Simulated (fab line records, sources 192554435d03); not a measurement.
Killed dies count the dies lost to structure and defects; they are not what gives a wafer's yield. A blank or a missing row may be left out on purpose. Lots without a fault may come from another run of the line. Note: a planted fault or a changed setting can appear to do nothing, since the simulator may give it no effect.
fab line records ; flow n5_finfet
record: lots: 7; wafers: 21
route steps=1938 shown ZERO_LAYER@9 WELL_APT@24 FIN_CUT@160 SD_EPI_N@278 SDB@348
start_h: the number of hours between the record's first day and the start of the first shown wafer of the lot ; wait_h: hours since the lot's step before ; " as in the row above ; L1.1+2: a single row standing in for several wafers ; - value missing, or start not given ; * or withheld: withheld ; < > ~ a bound
route shown NAME@n: NAME is a module with steps in the file, n the number in the route of the first one ; usual: mean/standard deviation of fault-free wafers ; same: alike in all rows ; chamber/n: place in a boat ; sites: per-site readings ; _std_site: the values' standard deviation ; _edge_site: outer sites' mean less inner sites' ; radius_mm: how far each site lies from the wafer's centre ; mask NAME#n: copy n ; behind: the last tool/chamber to shape the wafer ; hold: the reason the lot was held/the length of the hold in hours/how it ended ; device: which transistor (n, p or np) failed to switch ; end of line: at the end of the route, the tests of the same wafers ; step lacking rows: just its recipe ; killed: dies that structure and defects cost at the first sort, which is not the same as the wafer's yield ; map: per-die view of a wafer (x killed, . not killed, _ where there is no die)
set.NAME: setting as actually run; set.NAME@STEP: the setting as run at that earlier step ; model.NAME: the simulator's own value behind a step, which no gauge read
one table per step and one row per wafer, for lots whose settings were changed on purpose
== steps ==
step: N5_ZERO_LAYER_EXPOSE_08
recipe: mask_id: ZERO; na: 0.55; source_shape: conventional; sigma_outer: 0.8; polarization: unpolarized; defocus_nm: 0; target_cd_nm: 2000; dose_mj: 16.2
lot.wafer;tool;chamber;start_h;wait_h;mask;set.dose_mj
L074.3+4+5;krf_scanner-01;0;12.60;-;ZERO#0;16.2
L076.1;krf_scanner-02;0;24.65;-;ZERO#0;16.2
L076.4+6;krf_scanner-02;0;24.65;-;ZERO#0;15.23
L080.2+5+6;krf_scanner-01;0;48.47;-;ZERO#0;16.2
L081.3;krf_scanner-01;0;54.54;-;ZERO#0;17.18
L081.4+6;krf_scanner-01;0;54.54;-;ZERO#0;16.2
L088.1+2+5;krf_scanner-01;0;96.49;-;ZERO#0;16.2
L090.1;krf_scanner-01;0;108.59;-;ZERO#0;15.72
L090.4+6;krf_scanner-01;0;108.59;-;ZERO#0;16.2
L097.1;krf_scanner-02;0;150.59;-;ZERO#0;17.41
L097.2+5;krf_scanner-02;0;150.59;-;ZERO#0;16.2
step: N5_ZERO_LAYER_PEB_09
recipe: peb_temp_c: withheld; peb_time_s: *
lot.wafer;tool;chamber;start_h;wait_h;set.peb_time_s
L074.3+4;litho_track-03;0;12.65;0.0;*
L074.5;litho_track-03;0;12.65;0.0;*
L076.1+4+6;litho_track-03;0;24.71;0.1;*
L080.2+5;litho_track-03;0;48.52;0.0;*
L080.6;litho_track-03;0;48.52;0.0;*
L081.3+4;litho_track-03;0;54.59;0.0;*
L081.6;litho_track-03;0;54.59;0.0;*
L088.1+2+5;litho_track-04;0;96.55;0.1;*
L090.1+4+6;litho_track-03;0;108.65;0.1;*
L097.1+5;litho_track-03;0;150.65;0.1;*
L097.2;litho_track-03;0;150.65;0.1;*
step: N5_ZERO_LAYER_DEVELOP_10
recipe: develop_time_s: 60; rinse_liquid: diw; dry: air_spin; dev_temp_c: 21
step: N5_ZERO_LAYER_HARDBAKE_23
recipe: temp_c: 130; time_s: 120
step: N5_ZERO_LAYER_CD_MEAS_11
recipe: target_cd_nm: 2000; landing_energy_ev: 500; detector: se_inlens
usual: cd_nm: 2001.9/1.6
lot.wafer;tool;chamber;start_h;wait_h;set.dose_mj@ZERO_LAYER_EXPOSE_08;cd_nm
L074.3;cd_sem-03;0;12.77;-;16.2;1999.5
L074.4;cd_sem-03;0;12.77;-;16.2;2000.2
L074.5;cd_sem-03;0;12.77;-;16.2;2002.7
L076.1;cd_sem-03;0;24.83;-;16.2;2002.3
L076.4;cd_sem-03;0;24.83;-;15.23;1990.6
L076.6;cd_sem-03;0;24.83;-;15.23;1990.3
L080.2;cd_sem-02;0;48.64;-;16.2;2003.0
L080.5;cd_sem-02;0;48.64;-;16.2;2005.1
L080.6;cd_sem-02;0;48.64;-;16.2;1999.8
L081.3;cd_sem-01;0;54.71;-;17.18;2016.0
L081.4;cd_sem-01;0;54.71;-;16.2;2005.3
L081.6;cd_sem-01;0;54.71;-;16.2;2007.9
L088.1;cd_sem-01;0;96.66;-;16.2;2002.7
L088.2;cd_sem-01;0;96.66;-;16.2;2001.7
L088.5;cd_sem-01;0;96.66;-;16.2;1999.3
L090.1;cd_sem-02;0;108.77;-;15.72;1998.5
L090.4;cd_sem-02;0;108.77;-;16.2;2002.6
L090.6;cd_sem-02;0;108.77;-;16.2;2002.2
L097.1;cd_sem-02;0;150.77;-;17.41;2013.6
L097.2;cd_sem-02;0;150.77;-;16.2;2001.1
L097.5;cd_sem-02;0;150.77;-;16.2;2000.2
step: N5_ZERO_LAYER_DESCUM_16
recipe: chemistry: O2; time_s: 7.9; source_power_w: 50; bias_power_w: 20; pressure_mtorr: 20; rf_frequency_hz: 2.712e+07; temp_c: 40; o2_flow_sccm: 225
lot.wafer;tool;chamber;start_h;wait_h;set.dose_mj@ZERO_LAYER_EXPOSE_08;model.ZERO_LAYER.cd_nm
L074.3+4;rie_diel-02;0,1;12.81;0.0;16.2;2000
L074.5;rie_diel-02;3;12.81;0.0;16.2;2002
L076.1;rie_diel-06;2;24.87;0.0;16.2;2002
L076.4+6;rie_diel-06;1;24.87;0.0;15.23;1990
L080.2;rie_diel-02;0;48.92;0.3;16.2;2003
L080.5;rie_diel-02;2;48.92;0.3;16.2;2005
L080.6;rie_diel-02;1;48.92;0.3;16.2;2000
L081.3;rie_diel-06;3;54.74;0.0;17.18;2016
L081.4;rie_diel-06;0;54.74;0.0;16.2;2005
L081.6;rie_diel-06;0;54.74;0.0;16.2;2008
L088.1;rie_diel-06;0;96.70;0.0;16.2;2003
L088.2;rie_diel-06;3;96.70;0.0;16.2;2002
L088.5;rie_diel-06;3;96.70;0.0;16.2;1999
L090.1;rie_diel-06;1;108.80;0.0;15.72;1998
L090.4+6;rie_diel-06;3,2;108.80;0.0;16.2;2002
L097.1;rie_diel-02;3;150.81;0.0;17.41;2014
L097.2;rie_diel-02;0;150.81;0.0;16.2;2001
L097.5;rie_diel-02;0;150.81;0.0;16.2;2000
step: N5_WELL_APT_EXPOSE_05
recipe: mask_id: NWELL; na: 0.8; source_shape: conventional; sigma_outer: 0.8; polarization: unpolarized; defocus_nm: 0; target_cd_nm: 200; dose_mj: 20.3
lot.wafer;tool;chamber;start_h;wait_h;mask;set.dose_mj
L074.3+5;krf_scanner-01;0;13.66;-;NWELL#0;21.67
L074.4;krf_scanner-01;0;13.66;-;NWELL#0;20.3
L076.1+4;krf_scanner-02;0;25.57;-;NWELL#0;20.3
L076.6;krf_scanner-02;0;25.57;-;NWELL#0;20.78
L080.2+5+6;krf_scanner-01;0;49.93;-;NWELL#0;20.3
L081.3;krf_scanner-02;0;55.58;-;NWELL#0;20.3
L081.4+6;krf_scanner-02;0;55.58;-;NWELL#0;19.29
L088.1+2+5;krf_scanner-02;0;97.41;-;NWELL#0;20.3
L090.1+6;krf_scanner-01;0;109.51;-;NWELL#0;19.14
L090.4;krf_scanner-01;0;109.51;-;NWELL#0;20.3
L097.1;krf_scanner-01;0;151.51;-;NWELL#0;20.3
L097.2+5;krf_scanner-01;0;151.51;-;NWELL#0;21.72
step: N5_WELL_APT_DEVELOP_07
recipe: develop_time_s: 45; rinse_liquid: surfactant_rinse; dry: air_spin; dev_temp_c: 21
lot.wafer;tool;chamber;start_h;wait_h;set.develop_time_s
L074.3+5;litho_track-05;0;-;-;45
L074.4;litho_track-05;0;-;-;38.02
L076.1+4+6;litho_track-02;0;-;-;45
L080.2+5+6;litho_track-01;0;-;-;45
L081.3+4;litho_track-05;0;-;-;45
L081.6;litho_track-05;0;-;-;40.64
L088.1+2+5;litho_track-02;0;-;-;45
L090.1+6;litho_track-05;0;-;-;45
L090.4;litho_track-05;0;-;-;54.81
L097.1+2;litho_track-02;0;-;-;45
L097.5;litho_track-02;0;-;-;53.18
step: N5_WELL_APT_HARDBAKE_12
recipe: temp_c: 130; time_s: 120
step: N5_WELL_APT_CD_MEAS_08
recipe: target_cd_nm: 200; landing_energy_ev: 500; detector: se_inlens
usual: cd_nm: 199.7/1.7
lot.wafer;tool;chamber;start_h;wait_h;set.dose_mj@WELL_APT_EXPOSE_05;cd_nm
L074.3;cd_sem-03;0;13.82;-;21.67;210.3
L074.4;cd_sem-03;0;13.82;-;20.3;199.0
L074.5;cd_sem-03;0;13.82;-;21.67;209.6
L076.1;cd_sem-01;0;25.74;-;20.3;199.5
L076.4;cd_sem-01;0;25.74;-;20.3;198.4
L076.6;cd_sem-01;0;25.74;-;20.78;200.6
L080.2;cd_sem-02;0;50.09;-;20.3;201.5
L080.5;cd_sem-02;0;50.09;-;20.3;201.4
L080.6;cd_sem-02;0;50.09;-;20.3;198.1
L081.3;cd_sem-01;0;55.75;-;20.3;199.3
L081.4;cd_sem-01;0;55.75;-;19.29;190.0
L081.6;cd_sem-01;0;55.75;-;19.29;192.4
L088.1;cd_sem-01;0;97.58;-;20.3;200.3
L088.2;cd_sem-01;0;97.58;-;20.3;198.2
L088.5;cd_sem-01;0;97.58;-;20.3;201.5
L090.1;cd_sem-01;0;109.69;-;19.14;191.5
L090.4;cd_sem-01;0;109.69;-;20.3;197.3
L090.6;cd_sem-01;0;109.69;-;19.14;189.8
L097.1;cd_sem-02;0;151.68;-;20.3;202.1
L097.2;cd_sem-02;0;151.68;-;21.72;211.9
L097.5;cd_sem-02;0;151.68;-;21.72;212.2
step: N5_WELL_APT_DESCUM_13
recipe: chemistry: O2; time_s: 7.9; source_power_w: 50; bias_power_w: 20; pressure_mtorr: 20; rf_frequency_hz: 2.712e+07; temp_c: 40; o2_flow_sccm: 225
lot.wafer;tool;chamber;start_h;wait_h;set.dose_mj@WELL_APT_EXPOSE_05;model.WELL_APT.cd_nm
L074.3;rie_diel-05;1;14.24;0.4;21.67;210.3
L074.4;rie_diel-05;0;14.24;0.4;20.3;198.9
L074.5;rie_diel-05;2;14.24;0.4;21.67;209.3
L076.1;rie_diel-01;3;25.93;0.1;20.3;199.4
L076.4;rie_diel-01;0;25.93;0.1;20.3;198.4
L076.6;rie_diel-01;2;25.93;0.1;20.78;200.4
L080.2;rie_diel-05;0;50.18;0.0;20.3;201.2
L080.5;rie_diel-05;2;50.18;0.0;20.3;201.4
L080.6;rie_diel-05;3;50.18;0.0;20.3;198.3
L081.3;rie_diel-01;3;55.89;0.1;20.3;199.4
L081.4;rie_diel-01;1;55.89;0.1;19.29;189.8
L081.6;rie_diel-01;0;55.89;0.1;19.29;192.1
L088.1;rie_diel-01;2;97.68;0.0;20.3;200.4
L088.2;rie_diel-01;3;97.68;0.0;20.3;198.2
L088.5;rie_diel-01;1;97.68;0.0;20.3;201.7
L090.1;rie_diel-04;2;109.83;0.1;19.14;191.9
L090.4;rie_diel-04;1;109.83;0.1;20.3;197.6
L090.6;rie_diel-04;2;109.83;0.1;19.14;190
L097.1;rie_diel-05;1;151.77;0.0;20.3;202.4
L097.2;rie_diel-05;2;151.77;0.0;21.72;211.7
L097.5;rie_diel-05;0;151.77;0.0;21.72;212
step: N5_FIN_CUT_EXPOSE_05
recipe: mask_id: FIN_CUT; na: 0.33; source_shape: annular; sigma_inner: 0.35; sigma_outer: 0.8; polarization: unpolarized; dose_mj: 45.75
lot.wafer;tool;chamber;start_h;wait_h;mask;set.dose_mj
L074.3;euv_scanner-01;0;26.77;-;FIN_CUT#0;47.63
L074.4+5;euv_scanner-01;0;26.77;-;FIN_CUT#0;45.75
L076.1+6;euv_scanner-02;0;38.80;-;FIN_CUT#0;43.22
L076.4;euv_scanner-02;0;38.80;-;FIN_CUT#0;45.75
L080.2;euv_scanner-01;0;62.35;-;FIN_CUT#0;45.75
L080.5+6;euv_scanner-01;0;62.35;-;FIN_CUT#0;47.92
L081.3+4;euv_scanner-01;0;69.59;-;FIN_CUT#0;45.75
L081.6;euv_scanner-01;0;69.59;-;FIN_CUT#0;44.58
L088.1+2+5;euv_scanner-02;0;110.36;-;FIN_CUT#0;45.75
L090.1+4;euv_scanner-02;0;122.66;-;FIN_CUT#0;45.75
L090.6;euv_scanner-02;0;122.66;-;FIN_CUT#0;48.81
L097.1+2;euv_scanner-02;0;165.13;-;FIN_CUT#0;48.93
L097.5;euv_scanner-02;0;165.13;-;FIN_CUT#0;45.75
step: N5_FIN_CUT_PEB_06
recipe: peb_temp_c: 100; peb_time_s: 60; resist: CAR-EUV
step: N5_FIN_CUT_DEVELOP_07
recipe: develop_time_s: 30; developer: TMAH; resist: CAR-EUV; rinse_liquid: surfactant_rinse; dry: air_spin; dev_temp_c: 23
step: N5_FIN_CUT_CD_MEAS_08
recipe: target_cd_nm: 29.1; landing_energy_ev: 500; detector: se_inlens; polarity: opening
usual: cd_nm: 29.11/0.23
lot.wafer;tool;chamber;start_h;wait_h;set.dose_mj@FIN_CUT_EXPOSE_05;cd_nm
L074.3;cd_sem-02;0;26.89;-;47.63;29.81
L074.4;cd_sem-02;0;26.89;-;45.75;29.32
L074.5;cd_sem-02;0;26.89;-;45.75;29.22
L076.1;cd_sem-03;0;38.94;-;43.22;28.09
L076.4;cd_sem-03;0;38.94;-;45.75;29.19
L076.6;cd_sem-03;0;38.94;-;43.22;28.01
L080.2;cd_sem-01;0;62.47;-;45.75;29.34
L080.5;cd_sem-01;0;62.47;-;47.92;30.21
L080.6;cd_sem-01;0;62.47;-;47.92;30.64
L081.3;cd_sem-02;0;69.72;-;45.75;28.90
L081.4;cd_sem-02;0;69.72;-;45.75;29.30
L081.6;cd_sem-02;0;69.72;-;44.58;28.47
L088.1;cd_sem-03;0;110.50;-;45.75;29.24
L088.2;cd_sem-03;0;110.50;-;45.75;29.06
L088.5;cd_sem-03;0;110.50;-;45.75;29.11
L090.1;cd_sem-01;0;122.80;-;45.75;29.15
L090.4;cd_sem-01;0;122.80;-;45.75;29.18
L090.6;cd_sem-01;0;122.80;-;48.81;30.36
L097.1;cd_sem-02;0;165.27;-;48.93;30.46
L097.2;cd_sem-02;0;165.27;-;48.93;29.81
L097.5;cd_sem-02;0;165.27;-;45.75;28.92
step: N5_FIN_CUT_DESCUM_13
recipe: chemistry: O2; time_s: 7; source_power_w: 50; bias_power_w: 20; pressure_mtorr: 20; rf_frequency_hz: 2.712e+07; temp_c: 40; resist: CAR-EUV; o2_flow_sccm: 225
step: N5_FIN_CUT_ETCH_30
recipe: chemistry: N2/H2; target: underlayer; target_depth_a: 130; mask_material: CAR-EUV; time_s: 10.4; ion_energy_ev: 200; pressure_mtorr: 30; source_w: 840; bias_w: 150; n2_flow_sccm: 200; h2_flow_sccm: 200; ends: cleared
lot.wafer;tool;chamber;start_h;wait_h;set.dose_mj@FIN_CUT_EXPOSE_05;model.FIN_CUT.cd_offset_nm
L074.3;rie_diel-02;3;27.04;0.0;47.63;0.8
L074.4;rie_diel-02;1;27.04;0.0;45.75;0.2
L074.5;rie_diel-02;1;27.04;0.0;45.75;0
L076.1;rie_diel-03;2;39.10;0.0;43.22;-1.2
L076.4;rie_diel-03;3;39.10;0.0;45.75;-0.2
L076.6;rie_diel-03;0;39.10;0.0;43.22;-1
L080.2;rie_diel-03;3;62.63;0.0;45.75;0
L080.5;rie_diel-03;3;62.63;0.0;47.92;0.8
L080.6;rie_diel-03;2;62.63;0.0;47.92;1
L081.3;rie_diel-02;3;69.87;0.0;45.75;0
L081.4;rie_diel-02;1;69.87;0.0;45.75;0.2
L081.6;rie_diel-02;3;69.87;0.0;44.58;-0.6
L088.1+2;rie_diel-02;1,0;110.66;0.0;45.75;0.2
L088.5;rie_diel-02;2;110.66;0.0;45.75;0
L090.1+4;rie_diel-03;2,3;122.98;0.0;45.75;-0.2
L090.6;rie_diel-03;1;122.98;0.0;48.81;1.6
L097.1;rie_diel-03;0;165.45;0.0;48.93;1.2
L097.2;rie_diel-03;2;165.45;0.0;48.93;0.8
L097.5;rie_diel-03;0;165.45;0.0;45.75;0
step: N5_FIN_CUT_ETCH_20
recipe: chemistry: CF4; target: SiARC; target_depth_a: 260; mask_material: CAR-EUV; time_s: 43.3; ion_energy_ev: 80; pressure_mtorr: 40; source_w: 545; bias_w: 36; Ar_flow_sccm: 100; cf4_flow_sccm: 100; ends: cleared
lot.wafer;tool;chamber;start_h;wait_h;set.dose_mj@FIN_CUT_EXPOSE_05;model.FIN_CUT.cd_offset_nm
L074.3;rie_diel-02;3;27.06;0.0;47.63;1
L074.4;rie_diel-02;1;27.06;0.0;45.75;0.2
L074.5;rie_diel-02;1;27.06;0.0;45.75;0
L076.1+6;rie_diel-03;2,0;39.11;0.0;43.22;-1
L076.4;rie_diel-03;3;39.11;0.0;45.75;-0.2
L080.2;rie_diel-03;3;62.65;0.0;45.75;0
L080.5;rie_diel-03;3;62.65;0.0;47.92;0.8
L080.6;rie_diel-03;2;62.65;0.0;47.92;1
L081.3;rie_diel-02;3;69.89;0.0;45.75;0
L081.4;rie_diel-02;1;69.89;0.0;45.75;0.2
L081.6;rie_diel-02;3;69.89;0.0;44.58;-0.6
L088.1;rie_diel-02;1;110.68;0.0;45.75;0.4
L088.2;rie_diel-02;0;110.68;0.0;45.75;0.6
L088.5;rie_diel-02;2;110.68;0.0;45.75;0.2
L090.1;rie_diel-03;2;123.00;0.0;45.75;0
L090.4;rie_diel-03;3;123.00;0.0;45.75;-0.2
L090.6;rie_diel-03;1;123.00;0.0;48.81;1.6
L097.1+2;rie_diel-03;0,2;165.47;0.0;48.93;1
L097.5;rie_diel-03;0;165.47;0.0;45.75;-0.2
step: N5_FIN_CUT_ETCH_21
recipe: chemistry: N2/H2; target: SOC; target_depth_a: 2190; overetch_a: 438; mask_material: SiARC; temp_c: 40; ion_energy_ev: 100; bias_w: 61; time_s: 523.5; pressure_mtorr: 30; source_w: 850; n2_flow_sccm: 200; h2_flow_sccm: 200
lot.wafer;tool;chamber;start_h;wait_h;set.dose_mj@FIN_CUT_EXPOSE_05;model.FIN_CUT.cd_offset_nm
L074.3;rie_diel-02;3;27.10;0.0;47.63;1.2
L074.4;rie_diel-02;1;27.10;0.0;45.75;0.6
L074.5;rie_diel-02;1;27.10;0.0;45.75;0.2
L076.1;rie_diel-03;2;39.15;0.0;43.22;-1.2
L076.4;rie_diel-03;3;39.15;0.0;45.75;-0.2
L076.6;rie_diel-03;0;39.15;0.0;43.22;-1
L080.2;rie_diel-03;3;62.69;0.0;45.75;-0.2
L080.5;rie_diel-03;3;62.69;0.0;47.92;0.8
L080.6;rie_diel-03;2;62.69;0.0;47.92;0.4
L081.3;rie_diel-02;3;69.93;0.0;45.75;-0.6
L081.4;rie_diel-02;1;69.93;0.0;45.75;0.2
L081.6;rie_diel-02;3;69.93;0.0;44.58;-0.8
L088.1+5;rie_diel-02;1,2;110.71;0.0;45.75;0.6
L088.2;rie_diel-02;0;110.71;0.0;45.75;0.4
L090.1+4;rie_diel-03;2,3;123.04;0.0;45.75;-0.2
L090.6;rie_diel-03;1;123.04;0.0;48.81;1.4
L097.1;rie_diel-03;0;165.50;0.0;48.93;0.8
L097.2;rie_diel-03;2;165.50;0.0;48.93;0.4
L097.5;rie_diel-03;0;165.50;0.0;45.75;-0.4
step: N5_SD_EPI_N_ETCH_45
recipe: chemistry: CH3F/O2; target: SiOCN; target_depth_a: 60; mask_material: SOC; ion_energy_ev: 60; bias_w: 29; pressure_mtorr: 15; source_w: 410; Ar_flow_sccm: 150; CH3F_flow_sccm: 30; O2_flow_sccm: 20
lot.wafer;tool;chamber;start_h;wait_h;set.target_depth_a;model.etch.depth_nm
L074.3;rie_diel-05;3;51.43;0.1;54.83;5.537
L074.4;rie_diel-05;2;51.43;0.1;54.83;5.412
L074.5;rie_diel-05;0;51.43;0.1;60;6.028
L076.1;rie_diel-04;1;61.24;0.1;52.74;5.36
L076.4;rie_diel-04;3;61.24;0.1;52.74;5.445
L076.6;rie_diel-04;1;61.24;0.1;60;6.088
L080.2;rie_diel-01;2;84.48;0.1;56.65;5.666
L080.5;rie_diel-01;0;84.48;0.1;56.65;5.606
L080.6;rie_diel-01;1;84.48;0.1;60;6.052
L081.3;rie_diel-01;3;92.81;0.1;64.18;6.451
L081.4;rie_diel-01;0;92.81;0.1;60;5.915
L081.6;rie_diel-01;1;92.81;0.1;60;6.024
L088.1;rie_diel-05;1;136.52;0.1;60;5.853
L088.2;rie_diel-05;2;136.52;0.1;60;5.997
L088.5;rie_diel-05;2;136.52;0.1;60;6.028
L090.1;rie_diel-01;2;144.63;0.1;52.97;5.301
L090.4;rie_diel-01;0;144.63;0.1;60;5.946
L090.6;rie_diel-01;0;144.63;0.1;52.97;5.275
L097.1;rie_diel-05;1;186.87;0.1;60;5.816
L097.2;rie_diel-05;0;186.87;0.1;60;5.914
L097.5;rie_diel-05;1;186.87;0.1;60;5.885
step: N5_SD_EPI_N_ETCH_16
recipe: chemistry: CHF3/O2; target: SiO2; target_depth_a: 50; mask_material: SOC; pressure_mtorr: 30; source_w: 650; bias_w: 170; Ar_flow_sccm: 200; CHF3_flow_sccm: 50; O2_flow_sccm: 5; ion_energy_ev: 200
lot.wafer;tool;chamber;start_h;wait_h;set.target_depth_a;model.etch.depth_nm
L074.3;rie_diel-05;3;51.53;0.1;52.22;5.218
L074.4;rie_diel-05;2;51.53;0.1;52.22;5.13
L074.5;rie_diel-05;0;51.53;0.1;52.22;5.201
L076.1;rie_diel-04;1;61.34;0.1;50;4.997
L076.4;rie_diel-04;3;61.34;0.1;50;5.065
L076.6;rie_diel-04;1;61.34;0.1;50;5.013
L080.2;rie_diel-01;2;84.58;0.1;44.73;4.502
L080.5;rie_diel-01;0;84.58;0.1;44.73;4.435
L080.6;rie_diel-01;1;84.58;0.1;44.73;4.531
L081.3;rie_diel-01;3;92.91;0.1;50;5.064
L081.4;rie_diel-01;0;92.91;0.1;50;4.912
L081.6;rie_diel-01;1;92.91;0.1;50;5.016
L088.1;rie_diel-05;1;136.62;0.1;50;4.898
L088.2;rie_diel-05;2;136.62;0.1;50;5.002
L088.5;rie_diel-05;2;136.62;0.1;50;5.022
L090.1;rie_diel-01;2;144.73;0.1;54.42;5.369
L090.4;rie_diel-01;0;144.73;0.1;54.42;5.363
L090.6;rie_diel-01;0;144.73;0.1;50;4.939
L097.1;rie_diel-05;1;186.97;0.1;50;4.88
L097.2;rie_diel-05;0;186.97;0.1;44.99;4.39
L097.5;rie_diel-05;1;186.97;0.1;44.99;4.383
step: N5_SDB_COAT_03
recipe: resist: SOC; temp_c: 250; time_s: 60; spin_rpm: 1500; resist_thk_nm: 100
lot.wafer;tool;chamber;start_h;wait_h;set.spin_rpm;model.SOC_of_SDB_COAT_03.thk_nm
L074.3;litho_track-01;0;70.40;0.1;1500;100
L074.4;litho_track-01;0;70.40;0.1;1376;104.2
L074.5;litho_track-01;0;70.40;0.1;1376;104
L076.1;litho_track-01;0;76.25;0.1;1500;100
L076.4;litho_track-01;0;76.25;0.1;1352;105
L076.6;litho_track-01;0;76.25;0.1;1352;105.6
L080.2;litho_track-02;0;100.72;0.1;1500;100
L080.5+6;litho_track-02;0;100.72;0.1;1393;103.8
L081.3;litho_track-02;0;108.83;0.1;1500;99.8
L081.4+6;litho_track-02;0;108.83;0.1;1500;100.2
L088.1;litho_track-03;0;152.92;0.1;1500;99.4
L088.2;litho_track-03;0;152.92;0.1;1500;99
L088.5;litho_track-03;0;152.92;0.1;1500;99.2
L090.1+6;litho_track-03;0;160.02;0.1;1556;98
L090.4;litho_track-03;0;160.02;0.1;1556;97.8
L097.1+2;litho_track-03;0;205.75;0.1;1500;100
L097.5;litho_track-03;0;205.75;0.1;1500;99.6
== key ==
split: step: N5_ZERO_LAYER_EXPOSE_08; setting: dose_mj; stated: 16.2; by: wafer
response: step: N5_ZERO_LAYER_CD_MEAS_11; reading: cd_nm; change: +1.72; per: 1%; r: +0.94
response: step: N5_ZERO_LAYER_DESCUM_16; reading: model.ZERO_LAYER.cd_nm; change: +1.73; per: 1%; r: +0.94
split: step: N5_ZERO_LAYER_PEB_09; setting: peb_time_s; stated: *; by: wafer
response none clear
split: step: N5_WELL_APT_EXPOSE_05; setting: dose_mj; stated: 20.3; by: wafer
response: step: N5_WELL_APT_CD_MEAS_08; reading: cd_nm; change: +1.43; per: 1%; r: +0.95
response: step: N5_WELL_APT_DESCUM_13; reading: model.WELL_APT.cd_nm; change: +1.42; per: 1%; r: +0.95
split: step: N5_WELL_APT_DEVELOP_07; setting: develop_time_s; stated: 45; by: wafer
response none clear
split: step: N5_FIN_CUT_EXPOSE_05; setting: dose_mj; stated: 45.75; by: wafer
response: step: N5_FIN_CUT_CD_MEAS_08; reading: cd_nm; change: +0.187; per: 1%; r: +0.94
response: step: N5_FIN_CUT_ETCH_30; reading: model.FIN_CUT.cd_offset_nm; change: +0.194; per: 1%; r: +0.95
response: step: N5_FIN_CUT_ETCH_20; reading: model.FIN_CUT.cd_offset_nm; change: +0.2; per: 1%; r: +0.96
response: step: N5_FIN_CUT_ETCH_21; reading: model.FIN_CUT.cd_offset_nm; change: +0.184; per: 1%; r: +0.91
split: step: N5_SD_EPI_N_ETCH_45; setting: target_depth_a; stated: 60; by: wafer
response: step: N5_SD_EPI_N_ETCH_45; reading: model.etch.depth_nm; change: +0.0605; per: 1%; r: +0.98
split: step: N5_SD_EPI_N_ETCH_16; setting: target_depth_a; stated: 50; by: wafer
response: step: N5_SD_EPI_N_ETCH_16; reading: model.etch.depth_nm; change: +0.0488; per: 1%; r: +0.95
split: step: N5_SDB_COAT_03; setting: spin_rpm; stated: 1500; by: wafer
response: step: N5_SDB_COAT_03; reading: model.SOC_of_SDB_COAT_03.thk_nm; change: -0.523; per: 1%; r: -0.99
